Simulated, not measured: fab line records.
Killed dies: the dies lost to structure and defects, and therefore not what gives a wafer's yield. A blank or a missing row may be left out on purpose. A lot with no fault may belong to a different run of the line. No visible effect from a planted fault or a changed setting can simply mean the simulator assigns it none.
Chamber matching | flow n5 finfet | rie diel-01 running N5_BEOL_M0_SAQP_HM_OPEN_112: 4 sister chambers
The step chemistry CHF3/O2, target SiO2, stops on a-Si, target depth 12 nm, time 13.5 s. 14 wafers are shown with their chamber, then 7 later ones without.

WAFERS, EACH WITH ITS CHAMBER
wafer  | chamber | rf vpp V (V) | drypump motor current A (A) | throttle valve pct (%)
L753.1 | 3       | 531          | 5.8                         | 18.86
L753.3 | 1       | 502          | 5.8                         | 19.26
L753.5 | 3       | 529          | 5.8                         | 18.87
L756.2 | 0       | 540          | 6.3                         | 19.03
L756.3 | 2       | 517          | 5.8                         | 19.00
L756.4 | 3       | 534          | 5.9                         | 18.88
L763.3 | 1       | 502          | 5.8                         | 19.29
L763.4 | 1       | 502          | 5.8                         | 19.28
L763.6 | 0       | 540          | 6.4                         | 19.04
L771.2 | 2       | 527          | 5.9                         | 18.61
L771.3 | 0       | 539          | 6.3                         | 19.08
L771.6 | 1       | 501          | 5.8                         | 18.83
L773.3 | 0       | 539          | 6.3                         | 19.10
L773.5 | 1       | 502          | 5.8                         | 18.85

SIGNATURES (averages over the wafers above)
reading                 | chamber 0 | chamber 1 | chamber 2 | chamber 3 | scatter within a chamber
rf vpp V                | 539.50    | 501.80    | 522.00    | 531.33    | 2.54
drypump motor current A | 6.325     | 5.800     | 5.850     | 5.833     | 0.0438
throttle valve pct      | 19.0625   | 19.1020   | 18.8050   | 18.8700   | 0.176
Rule: a wafer's distance from a chamber is the root of the sum, over the readings, of the square of ((its reading less the chamber's mean) divided by the reading's scatter). The wafer belongs to the nearest chamber; if the next one is less than 2 further off, it can't be placed. The scatter: the root of (the sum of the squares of (reading less its chamber's mean) over the shown wafers, divided by (wafers less chambers)).

WAFERS MISSING THEIR CHAMBER
wafer  | rf vpp V (V) | drypump motor current A (A) | throttle valve pct (%)
L773.6 | 526          | 5.8                         | 18.61
L774.2 | 540          | 6.3                         | 19.10
L774.4 | 501          | 5.8                         | 18.85
L774.5 | 526          | 5.8                         | 18.59
L775.3 | 531          | 5.9                         | 18.94
L775.4 | 504          | 5.8                         | 18.86
L775.5 | 538          | 6.4                         | 19.10

WHICH CHAMBER EACH WENT THROUGH
wafer  | from the rows above     | in truth
L773.6 | can't be placed: 2 or 3 | 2
L774.2 | 0                       | 0
L774.4 | 1                       | 1
L774.5 | can't be placed: 2 or 3 | 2
L775.3 | 3                       | 3
L775.4 | 1                       | 1
L775.5 | 0                       | 0
Correctly placed: 5 of 7. These rows do not allow placing 2 (true chamber among the candidates in 2). Placed wrongly: 0.
